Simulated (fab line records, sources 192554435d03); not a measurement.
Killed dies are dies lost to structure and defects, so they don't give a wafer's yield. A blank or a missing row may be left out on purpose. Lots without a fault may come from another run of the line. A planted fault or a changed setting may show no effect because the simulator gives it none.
Split-lot experiment | flow n5_finfet | 7 lots, 21 wafers read, on a route of 1938 steps

THE SPLIT
At N5_BEOL_M0_ETCH_138 (etches SiCN in CH3F/O2, target depth 12 nm, time 31.6 s), the setting source_w was moved away from the recipe's 395 W on 6 of the 21 wafers read, by -17.8% to +16.1%. The other wafers ran this setting at the recipe's value.

The reading is taken at the split's own step.

THE READING
rf_vpp_V, in V, at N5_BEOL_M0_ETCH_138 (etches SiCN in CH3F/O2, target depth 12 nm, time 31.6 s). Fault-free wafers of this fab line usually give 298.4 V, standard deviation 1.4 V.

wafer  | tool, chamber at the split | source_w as run, W | against the recipe | rf_vpp_V, V | against lot-mates on the recipe
L074.2 | rie_diel-01, 2             | 355.9              | -9.9%              | 308.8       | +10.5
L074.4 | rie_diel-01, 3             | 395                | recipe             | 298.1       | -
L074.5 | rie_diel-01, 2             | 395                | recipe             | 298.5       | -
L076.1 | rie_diel-01, 2             | 395                | recipe             | 297.6       | -
L076.2 | rie_diel-01, 0             | 395                | recipe             | 299.9       | -
L076.6 | rie_diel-01, 3             | 324.7              | -17.8%             | 316.2       | +17.4
L077.2 | rie_diel-03, 2             | 395                | recipe             | 298.6       | -
L077.4 | rie_diel-03, 1             | 395                | recipe             | 295.3       | -
L077.6 | rie_diel-03, 3             | 395                | recipe             | 297.6       | -
L082.2 | rie_diel-01, 3             | 458.6              | +16.1%             | 282.9       | -16.1
L082.3 | rie_diel-01, 0             | 458.6              | +16.1%             | 284.0       | -15.0
L082.4 | rie_diel-01, 2             | 395                | recipe             | 299.0       | -
L083.1 | rie_diel-02, 3             | 446.3              | +13.0%             | 286.2       | -13.5
L083.3 | rie_diel-02, 0             | 446.3              | +13.0%             | 285.0       | -14.7
L083.4 | rie_diel-02, 0             | 395                | recipe             | 299.7       | -
L090.1 | rie_diel-03, 0             | 395                | recipe             | 297.0       | -
L090.2 | rie_diel-03, 2             | 395                | recipe             | 300.6       | -
L090.6 | rie_diel-03, 3             | 395                | recipe             | 298.7       | -
L095.1 | rie_diel-02, 2             | 395                | recipe             | 299.9       | -
L095.4 | rie_diel-02, 2             | 395                | recipe             | 299.8       | -
L095.6 | rie_diel-02, 1             | 395                | recipe             | 296.2       | -

THE FIT
A straight line over all 21 wafers: rf_vpp_V changes by -0.974 V for each +1% of source_w; r = -0.99; the points scatter about the line by 1.3 V.
The same after taking each lot's own level away (the mean of its wafers on the recipe; 21 wafers): -1.01 V for each +1%; r = -0.99; scatter 1.2 V.
On that fit, the largest move of source_w shifts the reading by 18 V.
The lots' own levels span 297.17 to 299.70 V, that is 1.8 times the standard deviation above.
So the lot-to-lot level changes the slope little: the two slopes agree.
Check: with one of the wafers moved furthest among these (-17.8%) left out of the fit, the line predicts +18.2 V for it against its lot-mates. It came out at +17.4 V against them.
Tool readings at the split's step, against how far the setting was moved: rf_vpp_V r = -0.99.

OTHER SPLITS ON THESE WAFERS
These wafers also went through other splits before the reading. Each is held against what the fit with the lots' levels taken away leaves over:
other split on the same wafers           | wafers away from the commonest value | r with rf_vpp_V (lot level and that fit taken away)
N5_MOL_CONTACT_COAG_PECVD_31 temp_c      | 5                                    | -0.04
N5_MOL_CONTACT_COAG_ETCH_124 source_w    | 7                                    | +0.09
N5_MOL_CONTACT_COAG_CVD_140 target_thk_a | 8                                    | +0.22
N5_BEOL_M0_SAQP_EXPOSE_37 dose_mj        | 6                                    | -0.20
N5_BEOL_M0_SAQP_ETCH_88 source_w         | 7                                    | -0.25

THE FILE'S OWN FIT
rf_vpp_V changes by -1.01 V for each +1% of source_w, r = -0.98.
